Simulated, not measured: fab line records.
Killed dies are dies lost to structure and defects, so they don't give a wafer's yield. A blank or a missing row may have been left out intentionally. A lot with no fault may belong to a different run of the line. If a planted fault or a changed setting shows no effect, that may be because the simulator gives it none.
Matching of chambers | flow nandHarc | rieDiel-07 running NHARC_P_GATE_DESCUM_93: 4 sister chambers
The step chemistry O2, time 3 s. 14 wafers are shown with their chamber, then 7 later ones without.

## EACH WAFER AND ITS CHAMBER
wafer  | chamber | drypumpMotorCurrentA (A) | oesProductAu (a.u.) | rfVppV (V)
L428.1 | 3       | 5.71                     | 0.988               | 58.6
L428.3 | 1       | 5.67                     | 0.978               | 58.8
L428.4 | 2       | 5.95                     | 1.001               | 57.9
L442.2 | 0       | 5.95                     | 1.003               | 58.2
L442.4 | 2       | 5.91                     | 1.016               | 57.5
L442.6 | 3       | 5.72                     | 1.009               | 58.9
L444.1 | 3       | 5.70                     | 1.003               | 58.3
L444.3 | 1       | 5.67                     | 0.990               | 58.0
L444.4 | 2       | 5.91                     | 1.014               | 57.3
L445.4 | 3       | 5.70                     | 0.997               | 58.5
L445.5 | 2       | 5.93                     | 0.997               | 57.5
L445.6 | 1       | 5.67                     | 0.981               | 57.5
L447.1 | 3       | 5.71                     | 0.988               | 57.6
L447.2 | 1       | 5.62                     | 0.969               | 59.3

SIGNATURES (means of the wafers above)
reading              | chamber 0 | chamber 1 | chamber 2 | chamber 3 | scatter within a chamber
drypumpMotorCurrentA | 5.9500    | 5.6575    | 5.9250    | 5.7080    | 0.018
oesProductAu         | 1.00300   | 0.97950   | 1.00700   | 0.99700   | 0.00913
rfVppV               | 58.200    | 58.400    | 57.550    | 58.380    | 0.555
Rule: for each reading, subtract the chamber's mean from the wafer's reading, divide by that reading's scatter and square the result; add these up over the readings and take the root, which gives the wafer's distance from the chamber. If the next closest chamber is less than 2 further off than the closest, the wafer can't be placed; otherwise it belongs to the closest. How the scatter is found: for the shown wafers, subtract from each reading the mean of its chamber, square and add these, divide the total by (wafers less chambers), then take the root.

## WAFERS WITH NO CHAMBER GIVEN
wafer  | drypumpMotorCurrentA (A) | oesProductAu (a.u.) | rfVppV (V)
L447.6 | 5.97                     | 1.002               | 57.0
L446.3 | 5.92                     | 0.999               | 59.1
L446.4 | 5.67                     | 0.977               | 58.4
L446.6 | 5.71                     | 1.002               | 58.6
L450.2 | 5.65                     | 1.016               | 57.8
L450.4 | 5.94                     | 1.004               | 57.7
L450.6 | 5.70                     | 0.997               | 58.1

## CHAMBER TAKEN BY EACH
wafer  | from the rows above     | in truth
L447.6 | can't be placed: 0 or 2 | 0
L446.3 | can't be placed: 0 or 2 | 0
L446.4 | 1                       | 1
L446.6 | 3                       | 3
L450.2 | can't be placed: 3 or 1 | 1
L450.4 | can't be placed: 2 or 0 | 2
L450.6 | 3                       | 3
Correct placement for 3 of the 7. Cannot be placed on the basis of these rows: 4; the candidates contain the true chamber in 4. Wrongly placed: 0.
